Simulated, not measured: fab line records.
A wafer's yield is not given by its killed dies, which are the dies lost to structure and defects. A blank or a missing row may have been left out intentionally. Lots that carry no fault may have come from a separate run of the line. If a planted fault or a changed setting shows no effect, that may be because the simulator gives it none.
Matching of chambers -- flow n5 finfet -- N5_BEOL_M5_PECVD_70 on pecvd-04: 3 sister chambers
The step deposits SiO2 from TEOS/O2, target thk 16 nm, time 18 s. 6 wafers are shown with their chamber, then 9 later ones without.

== WAFERS WITH THEIR CHAMBER ==
wafer,chamber,throttle valve pct (%),showerhead plenum p Torr (Torr)
L086.2,0,22.6,8.73
L086.4,2,22.4,8.89
L086.5,0,22.7,8.72
L076.3,1,25.1,8.87
L076.4,2,22.4,8.91
L076.6,1,25.3,8.86

== WAFERS WITHOUT THEIR CHAMBER ==
wafer,throttle valve pct (%),showerhead plenum p Torr (Torr)
L088.2,22.3,8.70
L088.3,22.4,8.70
L088.6,25.1,8.87
L092.1,25.1,8.84
L092.2,22.7,8.71
L092.4,25.1,8.86
L095.2,22.4,8.71
L095.5,25.2,8.84
L095.6,22.6,8.70

== CHAMBER TAKEN BY EACH ==
wafer,from the rows above,in truth
L088.2,0,0
L088.3,0,0
L088.6,1,1
L092.1,1,1
L092.2,0,0
L092.4,1,1
L095.2,0,0
L095.5,1,1
L095.6,0,0
Placed correctly: 9 of 9. Number that these rows cannot place: 0. 0 placed wrongly.
How it was worked out, from the rows above alone: a wafer's distance from a chamber is the root of the sum, over the readings, of the square of ((its reading less the chamber's mean) divided by the reading's scatter). If the next closest chamber is less than 2 further off than the closest, the wafer can't be placed; otherwise it belongs to the closest. A chamber's mean is the mean of its shown wafers. The scatter is the square root of a quotient: the sum, over the shown wafers, of each reading's squared deviation from its chamber's mean, divided by wafers minus chambers.
